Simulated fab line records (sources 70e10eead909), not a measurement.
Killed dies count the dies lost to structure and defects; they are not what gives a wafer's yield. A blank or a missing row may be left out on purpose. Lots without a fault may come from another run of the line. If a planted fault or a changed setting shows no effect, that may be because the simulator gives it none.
A lot that was struck, set against a sound lot | flow nandHarc | 13 out of 1302 route steps
Sound: wafers L947.1, L947.3, L947.4. Struck: wafers L964.2, L964.6. (L964.5 of the same lot was not struck and is left out.) The cause comes at the end.
Per side, at each step with rows, come the tool, then ch with its chambers, and then its first start. Under that, the readings that differ: sound wafers | struck wafers | difference of the means | sigmas: that difference in standard deviations of wafers without a fault.
alike: words and numbers the same on both sides, and readings whose means are apart by under 2 such deviations; not compared: readings that were withheld, readings missing a value for some wafer, numbers with overlapping values and no deviation given by the record, and bounds like >300 which may hide the same value.
A row with sigmas, a row that says differs or no value, or rows on one side alone: a step with any of these is where the two part. Numbers that have no deviation but don't overlap get no sigmas and don't part them. Lack of a reading on every wafer of one side parts them only where that side has two or more wafers.

first, 2 steps without rows for these wafers: NHARC_A_SOURCE_PLATE_CVD_03 (deposits poly-Si, target thk 200 nm, time 4000 s); NHARC_A_SOURCE_PLATE_ANNEAL_05 (time 1800 s).
NHARC_A_SOURCE_PLATE_THK_MEAS_06: measures by ellipsometry.
  sound on filmMetro-01 at day 8 18:27; struck on filmMetro-01 at day 16 15:34
  alike: thkNm
NHARC_A_SOURCE_PLATE_INSPECT_08:
  sound on defectInspect-01 at day 8 18:31; struck on defectInspect-02 at day 16 15:37
  alike: rawDefectCount
next comes 1 step that has no rows for these wafers: NHARC_A_ONON_D1_DEP_00 (target thickness 1000 nm).
NHARC_A_ONON_D1_THK_MEAS_02: measures by ellipsometry.
  sound on filmMetro-02 at day 8 19:06; struck on filmMetro-01 at day 16 16:12
  alike: thkNm
next comes 1 step that has no rows for these wafers: NHARC_A_ONON_D1_DEP_03 (target thickness 1000 nm).
NHARC_A_ONON_D1_THK_MEAS_05: measures by ellipsometry.
  sound on filmMetro-02 at day 8 19:40; struck on filmMetro-01 at day 16 16:46
reading    | sound       | struck    | difference | sigmas
thkNm (nm) | 987 988 988 | 1008 1010 | +21        | +2
next comes 1 step that has no rows for these wafers: NHARC_A_ONON_D1_DEP_06 (target thickness 1000 nm).
NHARC_A_ONON_D1_THK_MEAS_08: measures by ellipsometry.
  sound on filmMetro-01 at day 8 20:14; struck on filmMetro-01 at day 16 17:20
  alike: thkNm
NHARC_A_ONON_D1_DEP_09: target thk 1000 nm.
  sound on pecvdOnon-04 ch 0, day 8 20:17; struck on pecvdOnon-03 ch 0, day 16 17:26
  alike: sih4FlowSccm
NHARC_A_ONON_D1_THK_MEAS_11: measures by ellipsometry.
  sound on filmMetro-01 at day 8 20:48; struck on filmMetro-01 at day 16 17:54
reading    | sound       | struck    | difference | sigmas
thkNm (nm) | 990 991 991 | 1113 1115 | +123       | +12
next comes 1 step that has no rows for these wafers: NHARC_A_ONON_D1_DEP_12 (target thickness 1000 nm).

## WHERE THEY PART
Earliest at NHARC_A_ONON_D1_THK_MEAS_05; latest, in this record, at NHARC_A_ONON_D1_THK_MEAS_11.

WHY: the cause the simulator had injected
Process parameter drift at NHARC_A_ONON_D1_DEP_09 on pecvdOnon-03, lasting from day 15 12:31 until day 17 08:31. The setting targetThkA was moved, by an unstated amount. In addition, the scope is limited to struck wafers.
